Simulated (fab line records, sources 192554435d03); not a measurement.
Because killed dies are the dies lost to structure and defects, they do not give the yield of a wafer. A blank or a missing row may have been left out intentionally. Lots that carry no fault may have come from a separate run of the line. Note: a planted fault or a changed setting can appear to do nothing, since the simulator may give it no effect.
Lot-split experiment / flow n5_finfet / on a route of 1938 steps: 7 lots, 21 wafers read

SPLIT DETAILS
At N5_BEOL_M10_ETCH_62 (etches SOC in N2/H2, target depth 110 nm, overetch 22 nm, time 165 s), the setting time_s was moved away from the recipe's 165 s on 9 of the 21 wafers read, by -12.9% to +18.1%. This setting was run at the recipe's value on the other wafers.

FROM THE SPLIT TO THE READING: what the file shows between them, 2 steps
- N5_BEOL_M10_STRIP_68: strips in N2/H2
- N5_BEOL_M10_STRIP_67: strips in CF4

THE READING
etch.depth_nm (the simulator's own value, which no gauge read), in nm, at N5_BEOL_M10_HM_OPEN_17 (chemistry Cl2/BCl3, target TiN, target depth 20 nm, overetch 6 nm). There is no usual value for it anywhere in the file. Average 19.86 nm, standard deviation 0.2 nm, over the 12 wafers here run with the recipe.

wafer=L075.3; tool, chamber at the split=rie_diel-04, 0; time_s as run, s=190.8; against the recipe=+15.6%; etch.depth_nm, nm=17.32; against lot-mates on the recipe=-2.86
wafer=L075.4; tool, chamber at the split=rie_diel-04, 2; time_s as run, s=165; against the recipe=recipe; etch.depth_nm, nm=20.21; against lot-mates on the recipe=-
wafer=L075.5; tool, chamber at the split=rie_diel-04, 3; time_s as run, s=165; against the recipe=recipe; etch.depth_nm, nm=20.15; against lot-mates on the recipe=-
wafer=L077.1; tool, chamber at the split=rie_diel-01, 3; time_s as run, s=143.7; against the recipe=-12.9%; etch.depth_nm, nm=20.05; against lot-mates on the recipe=+0.14
wafer=L077.3; tool, chamber at the split=rie_diel-01, 0; time_s as run, s=165; against the recipe=recipe; etch.depth_nm, nm=19.91; against lot-mates on the recipe=-
wafer=L077.6; tool, chamber at the split=rie_diel-01, 3; time_s as run, s=143.7; against the recipe=-12.9%; etch.depth_nm, nm=19.98; against lot-mates on the recipe=+0.07
wafer=L086.1; tool, chamber at the split=rie_diel-04, 2; time_s as run, s=165; against the recipe=recipe; etch.depth_nm, nm=19.83; against lot-mates on the recipe=-
wafer=L086.4; tool, chamber at the split=rie_diel-04, 1; time_s as run, s=165; against the recipe=recipe; etch.depth_nm, nm=19.86; against lot-mates on the recipe=-
wafer=L086.6; tool, chamber at the split=rie_diel-04, 2; time_s as run, s=186.7; against the recipe=+13.2%; etch.depth_nm, nm=17.76; against lot-mates on the recipe=-2.08
wafer=L084.2; tool, chamber at the split=rie_diel-01, 0; time_s as run, s=165; against the recipe=recipe; etch.depth_nm, nm=19.71; against lot-mates on the recipe=-
wafer=L084.5; tool, chamber at the split=rie_diel-01, 0; time_s as run, s=165; against the recipe=recipe; etch.depth_nm, nm=19.64; against lot-mates on the recipe=-
wafer=L084.6; tool, chamber at the split=rie_diel-01, 3; time_s as run, s=165; against the recipe=recipe; etch.depth_nm, nm=19.74; against lot-mates on the recipe=-
wafer=L087.3; tool, chamber at the split=rie_diel-03, 0; time_s as run, s=191.2; against the recipe=+15.9%; etch.depth_nm, nm=17.53; against lot-mates on the recipe=-2.28
wafer=L087.4; tool, chamber at the split=rie_diel-03, 3; time_s as run, s=191.2; against the recipe=+15.9%; etch.depth_nm, nm=17.43; against lot-mates on the recipe=-2.38
wafer=L087.6; tool, chamber at the split=rie_diel-03, 0; time_s as run, s=165; against the recipe=recipe; etch.depth_nm, nm=19.81; against lot-mates on the recipe=-
wafer=L091.1; tool, chamber at the split=rie_diel-03, 2; time_s as run, s=165; against the recipe=recipe; etch.depth_nm, nm=20.06; against lot-mates on the recipe=-
wafer=L091.3; tool, chamber at the split=rie_diel-03, 1,3; time_s as run, s=194.8; against the recipe=+18.1%; etch.depth_nm, nm=17.05; against lot-mates on the recipe=-3.01
wafer=L091.4; tool, chamber at the split=rie_diel-03, 1,3; time_s as run, s=194.8; against the recipe=+18.1%; etch.depth_nm, nm=17.02; against lot-mates on the recipe=-3.04
wafer=L097.4; tool, chamber at the split=rie_diel-04, 0; time_s as run, s=165; against the recipe=recipe; etch.depth_nm, nm=19.47; against lot-mates on the recipe=-
wafer=L097.5; tool, chamber at the split=rie_diel-04, 0; time_s as run, s=165; against the recipe=recipe; etch.depth_nm, nm=19.87; against lot-mates on the recipe=-
wafer=L097.6; tool, chamber at the split=rie_diel-04, 3; time_s as run, s=152.5; against the recipe=-7.6%; etch.depth_nm, nm=19.39; against lot-mates on the recipe=-0.28
The file does not say which wafer passed through which chamber wherever a row lists several chambers: such a row stands for several wafers.

FIT RESULTS
A straight line over all 21 wafers: etch.depth_nm changes by -0.112 nm for each +1% of time_s; r = -0.90; the points scatter about the line by 0.53 nm.
The same after taking each lot's own level away (the mean of its wafers on the recipe; 21 wafers): -0.118 nm for each +1%; r = -0.90; scatter 0.54 nm.
On that fit, the largest move of time_s shifts the reading by 2.1 nm.
The span of the lots' own levels, 19.670 to 20.180 nm, comes to 2.5 times the standard deviation stated above.
The two slopes are in agreement: the lot-to-lot level therefore moves the slope only a little.
Check: with one of the wafers moved furthest among these (+18.1%) left out of the fit, the line predicts -2.41 nm for it against its lot-mates. Against them it came out at -3.01 nm.

OTHER SPLITS APPLIED TO THESE WAFERS
Note: prior to the reading, these wafers also went through further splits. Each is held against what the fit with the lots' levels taken away leaves over:
other split on the same wafers=N5_BEOL_M6_PECVD_70 temp_c; wafers away from the commonest value=10; r with etch.depth_nm (lot level and that fit taken away)=-0.33
other split on the same wafers=N5_BEOL_M6_HM_DEP_02 target_thk_a; wafers away from the commonest value=9; r with etch.depth_nm (lot level and that fit taken away)=-0.28
other split on the same wafers=N5_BEOL_M7_ETCH_61 source_w; wafers away from the commonest value=7; r with etch.depth_nm (lot level and that fit taken away)=-0.10
other split on the same wafers=N5_BEOL_M7_ETCH_62 source_w; wafers away from the commonest value=5; r with etch.depth_nm (lot level and that fit taken away)=-0.32
other split on the same wafers=N5_BEOL_M7_TRENCH_ETCH_37 source_w; wafers away from the commonest value=8; r with etch.depth_nm (lot level and that fit taken away)=-0.07
other split on the same wafers=N5_BEOL_M8_VIA_ETCH_34 source_w; wafers away from the commonest value=6; r with etch.depth_nm (lot level and that fit taken away)=-0.26
other split on the same wafers=N5_BEOL_M8_TRENCH_ETCH_37 time_s; wafers away from the commonest value=8; r with etch.depth_nm (lot level and that fit taken away)=+0.20

THE WHOLE CHAIN: every reading that the file lists as answering this split, in the file's order
step=N5_BEOL_M10_ETCH_62; what it does=etches SOC in N2/H2, target depth 110 nm, overetch 22 nm, time 165 s; reading=SiARC_of_BEOL_M10_COAT_60.thk_nm (the simulator's own value, which no gauge read); change (the file's fit)=-0.0609 nm for each +1% of the setting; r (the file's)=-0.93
step=N5_BEOL_M10_HM_OPEN_17; what it does=chemistry Cl2/BCl3, target TiN, target depth 20 nm, overetch 6 nm; reading=etch.depth_nm (the simulator's own value, which no gauge read); change (the file's fit)=-0.134 nm for each +1% of the setting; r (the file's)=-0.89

FILE'S OWN FIT
etch.depth_nm changes by -0.134 nm for each +1% of time_s, r = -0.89.
